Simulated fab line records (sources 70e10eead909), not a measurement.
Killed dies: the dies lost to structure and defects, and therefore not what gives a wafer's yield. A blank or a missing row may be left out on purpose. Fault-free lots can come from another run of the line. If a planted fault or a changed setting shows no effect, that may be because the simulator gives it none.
Chamber matching || flow nand-harc || 4 sister chambers for NHARC_A_WL_FILL_ALD_19 on ald-metal-02
The step deposits TiN, target thk 2 nm, pulse time 3 s, ald cycles 100. 4 wafers are shown with their chamber, then 9 later ones without.

== WAFERS WITH THEIR CHAMBER ==
{"wafer": "L082.5", "chamber": 2, "heater-power-w (W)": 1103}
{"wafer": "L085.5", "chamber": 0, "heater-power-w (W)": 1338}
{"wafer": "L088.3", "chamber": 3, "heater-power-w (W)": 1145}
{"wafer": "L088.5", "chamber": 1, "heater-power-w (W)": 1015}

== WAFERS WITH NO CHAMBER GIVEN ==
{"wafer": "L091.2", "heater-power-w (W)": 1010}
{"wafer": "L091.4", "heater-power-w (W)": 1355}
{"wafer": "L091.5", "heater-power-w (W)": 1101}
{"wafer": "L092.2", "heater-power-w (W)": 1336}
{"wafer": "L092.4", "heater-power-w (W)": 999}
{"wafer": "L092.5", "heater-power-w (W)": 1324}
{"wafer": "L095.2", "heater-power-w (W)": 1098}
{"wafer": "L095.4", "heater-power-w (W)": 1313}
{"wafer": "L095.5", "heater-power-w (W)": 1149}

== WHICH CHAMBER EACH ONE RAN IN ==
{"wafer": "L091.2", "from the rows above": 1, "in truth": 1}
{"wafer": "L091.4", "from the rows above": 0, "in truth": 0}
{"wafer": "L091.5", "from the rows above": 2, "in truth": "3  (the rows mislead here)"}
{"wafer": "L092.2", "from the rows above": 0, "in truth": 0}
{"wafer": "L092.4", "from the rows above": 1, "in truth": 1}
{"wafer": "L092.5", "from the rows above": 0, "in truth": 0}
{"wafer": "L095.2", "from the rows above": 2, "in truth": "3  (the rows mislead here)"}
{"wafer": "L095.4", "from the rows above": 0, "in truth": 0}
{"wafer": "L095.5", "from the rows above": 3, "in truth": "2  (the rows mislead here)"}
Correctly placed: 6 of 9. Left unplaced by these rows: 0. 3 placed wrongly.
How it was worked out, from the rows above alone: a wafer's distance from a chamber is the root of the sum, over the readings, of the square of ((its reading less the chamber's mean) divided by the reading's scatter). The wafer belongs to the nearest chamber; if the next one is less than 2 further off, it can't be placed. Each chamber's mean is taken over the wafers shown for it. The scatter: root of mean squared gap, hidden wafer to nearest shown wafer, with one shown wafer a chamber.
